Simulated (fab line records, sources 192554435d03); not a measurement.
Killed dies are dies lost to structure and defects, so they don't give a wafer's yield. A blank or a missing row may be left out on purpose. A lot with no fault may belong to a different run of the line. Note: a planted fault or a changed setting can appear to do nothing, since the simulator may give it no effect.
Problem report, 8D (eight disciplines) form, completed by code -- flow n5Finfet -- the parts of the form that need people (team, actions taken, sign-off) are left out

== 1. THE ISSUE ==
Across 3 wafers from 3 lots, M15_THK at N5_BEOL_M15_THK_MEAS_50 averages 1097 nm, while fault-free wafers read 845 nm with a standard deviation of 23. Relative to the usual mean, that is a shift of +11 standard deviations.
The step: measures by xrf.
First observed at day 20 00:20: wafer L678.2, on filmMetro-01. The record holds 28 wafers of 10 lots with a number at this step. By rule, "out" or "out of limits" means more than 4 standard deviations away from the usual mean. All remaining wafers that have a number are taken as sound.

== 2. WHAT IT IS; WHAT IT IS NOT ==
question,is,is not
which readings at this step,M15_THK,-
which lots,"L678, L679, L682","L661, L663, L666, L669, L675, L676, L677"
which wafers of those lots,"L678.2, L679.2, L682.6","L678.4, L679.3, L679.5, L682.1"
read on which gauges,"filmMetro-01, filmMetro-02",-
when,from day 20 00:20,"up to then (22 sound wafers); but 3 sound wafers of L679, L682 came after"

== 3. SUSPECTS, AND WHAT RULES EACH OUT ==
Counting: a tool at a process step up to the reading stays a suspect if it ran every lot that is out. Sound lots after the first of them don't rule it out here, since some wafers of a struck lot are sound.
- the gauge at N5_BEOL_M15_THK_MEAS_50 has been ruled out. The wafers that are out were read on 2 gauges (filmMetro-01, filmMetro-02).
- rieDiel-06 at N5_BEOL_M15_TRENCH_ETCH_34 (etches SiO2 in C4F8/O2/Ar, target depth 872.93 nm, time 199 s): kept. It processed each lot that is out (first: L678, day 19 21:13); up to then, its last sound lot is L676 (day 19 17:58).
- pvdSputter-02 at N5_BEOL_M15_SPUTTER_45 (material Cu, target thk 100 nm, time 16.67 s): kept. It processed each lot that is out (first: L678, day 19 23:05); up to then, its last sound lot is L666 (day 17 08:19).
- Within rieDiel-06 at N5_BEOL_M15_TRENCH_ETCH_34: the wafers that are out ran in chambers 0, 3; their sound lot-mates ran in chambers 1, 2.
What counting leaves: rieDiel-06 at N5_BEOL_M15_TRENCH_ETCH_34 and pvdSputter-02 at N5_BEOL_M15_SPUTTER_45.

== 4. THE CAUSE (what the simulator had put in) ==
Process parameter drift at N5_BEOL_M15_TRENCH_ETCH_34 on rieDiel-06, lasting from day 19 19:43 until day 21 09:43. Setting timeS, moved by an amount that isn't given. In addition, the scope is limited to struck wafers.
After counting, 2 suspects remain, this tool included.

== 5. THE EFFECT CHAIN, in route order ==
Each row: a reading where the mean over the struck wafers with a number is more than 3 standard deviations away from the usual. Only readings whose record carries a usual standard deviation are examined. hours: median over the lots of the time between each lot's start at the first step of this table that gives one and its start at this step. sigmas: the change, counted in usual standard deviations.
hours,step,reading,usual,on struck wafers,change,sigmas
0,N5_BEOL_M15_THK_MEAS_50,M15_THK,845 nm,1097,+252,+11
0,N5_BEOL_M15_RS_MEAS_54,M15_RS,0.0217 ohm/sq,0.0168,-0.0049,-9.1
Later measuring or inspecting steps at which every struck wafer that the step has a row for has a number for every such reading, and none has moved that far: N5_BEOL_M15_INSPECT_55.

== 6. HOW IT WOULD HAVE BEEN CAUGHT EARLIER ==
Counted from the fault's start at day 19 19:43, it took 5 hours until the first out-of-limits reading at a measuring or inspecting step in this record, taken at day 20 00:20.
Tool readings at N5_BEOL_M15_TRENCH_ETCH_34 with a usual standard deviation given in the record: none out on any struck wafer, hence no alarm at a limit of 4 standard deviations on them.
L679, L682, from the lots that are out (3), started N5_BEOL_M15_TRENCH_ETCH_34 on rieDiel-06 later than day 20 00:20. A hold on the tool at that time would have spared those 2.
